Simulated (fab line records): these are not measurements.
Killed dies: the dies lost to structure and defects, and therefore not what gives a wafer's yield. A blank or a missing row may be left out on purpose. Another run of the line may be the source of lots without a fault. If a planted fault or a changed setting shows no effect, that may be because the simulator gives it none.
A lot that was struck, set against a sound lot | flow nand harc | 15 out of 1159 route steps
Sound: these wafers, L444.1, L444.2, L444.6. Struck: wafer L441.1; the same lot's L441.3 was not struck, so it is left out; see the end for the cause.
For every step that has rows: the tool of each side, followed by ch and its chambers, followed by its first start. Under that, the readings that differ: sound wafers | struck wafers | difference of the means | sigmas: that difference in standard deviations of wafers without a fault.
alike: a reading whose means differ by less than 2 such deviations, as well as words and numbers matching on both sides. not compared: withheld readings; readings where some wafer has no value; bounds like >300 that might hide an equal value; numbers whose values overlap and for which the record gives no deviation.
Wherever a step has rows on one side only, a row that says differs or no value, or a row with sigmas, the two part there. When numbers do not overlap yet have no deviation, they are printed without sigmas and do not part them. A reading missing from all wafers of one side parts the sides only when that side holds two or more wafers.

first, 6 steps without rows for these wafers: NHARC_A_BLC_COAT_04 (resist thk 90 nm); NHARC_A_BLC_SOFTBAKE_05 (time 55 s); NHARC_A_BLC_EBR_06; NHARC_A_BLC_EXPOSE_07 (exposes mask A BLC, target cd 100 nm); NHARC_A_BLC_PEB_08 (peb time 65 s); NHARC_A_BLC_DEVELOP_09 (develop time 35 s).
NHARC_A_BLC_CD_MEAS_10: target cd 100 nm.
  sound on cd sem-03 ch 0, day 21 22:58; struck on cd sem-02 ch 0, day 21 07:24
  reading    | sound          | struck | difference | sigmas
  cd nm (nm) | 99.2 98.9 99.0 | 100.6  | +1.6       | +3
NHARC_A_BLC_OVL_MEAS_11:
  sound: overlay-01 at day 21 23:03; struck: overlay-02 at day 21 07:29
  alike: overlay x nm, overlay y nm
NHARC_A_BLC_INSPECT_12:
  sound: defect inspect-02 at day 21 23:05; struck: defect inspect-01 at day 21 07:32
  alike: raw defect count
NHARC_A_BLC_DESCUM_15: chemistry O2, time 3 s.
  sound on rie diel-13 ch 1,2, day 21 23:09; struck on rie diel-04 ch 1, day 21 07:36
  alike: chamber pressure mTorr, drypump motor current A, oes product au, rf vpp V, showerhead plenum p Torr, throttle valve pct
  not compared: rf hours counter h
NHARC_A_BLC_ETCH_16: etches the open film in CF4, target depth 39 nm, time 65 s.
  sound on rie diel-13 ch 1,3, day 21 23:14; struck on rie diel-04 ch 1, day 21 07:41
  reading                     | sound       | struck | difference | sigmas
  drypump motor current A (A) | 6.0 5.8 5.8 | 5.0    | -0.9       | -2
  alike: cf4 flow sccm, chamber pressure mTorr, oes product au, rf vpp V, showerhead plenum p Torr, throttle valve pct
  not compared: rf hours counter h
NHARC_A_BLC_ETCH_17: etches the open film in N2/H2, target depth 390 nm, time 609.38 s.
  sound: rie diel-13 ch 2,3; struck: rie diel-04 ch 2
  alike: chamber pressure mTorr, drypump motor current A, oes product au, rf vpp V, showerhead plenum p Torr, throttle valve pct
  not compared: rf hours counter h
NHARC_A_BLC_ETCH_18: etches the open film in C4F8/O2/Ar, target depth 910 nm.
  sound on rie diel-13 ch 0,1, day 21 23:45; struck on rie diel-04 ch 3, day 21 08:12
  reading               | sound             | struck | difference | sigmas
  oes product au (a.u.) | 0.956 0.952 0.963 | 0.868  | -0.089     | -4
  rf vpp V (V)          | 980 981 982       | 970    | -11        | -2
  alike: chamber pressure mTorr
  not compared: rf hours counter h
NHARC_A_BLC_CD_MEAS_19:
  sound: cd sem-01 at day 22 00:07; struck: cd sem-03 at day 21 08:34
  alike: cd nm
-- record jumps: 2 days between struck wafers' starts before vs after; left off in module A_BLC, resumes in module END, first step shown is number 1159 of the route --
NHARC_END_SORT_01:
  sound on prober-02 ch 0, day 24 02:54; struck on prober-02 ch 0, day 23 12:40
  reading             | sound    | struck | difference | sigmas
  killed at array     | 19 16 16 | 676    | +659       | +66
  killed at periphery | 7 10 8   | 1      | -7         | -3
  killed dies         | 27 27 24 | 677    | +651       | +67
  alike: killed at other, killed open, killed short

WHERE THEY PART
First at NHARC_A_BLC_CD_MEAS_10; last, within this record, at NHARC_END_SORT_01.

WHY: what the simulator had put in
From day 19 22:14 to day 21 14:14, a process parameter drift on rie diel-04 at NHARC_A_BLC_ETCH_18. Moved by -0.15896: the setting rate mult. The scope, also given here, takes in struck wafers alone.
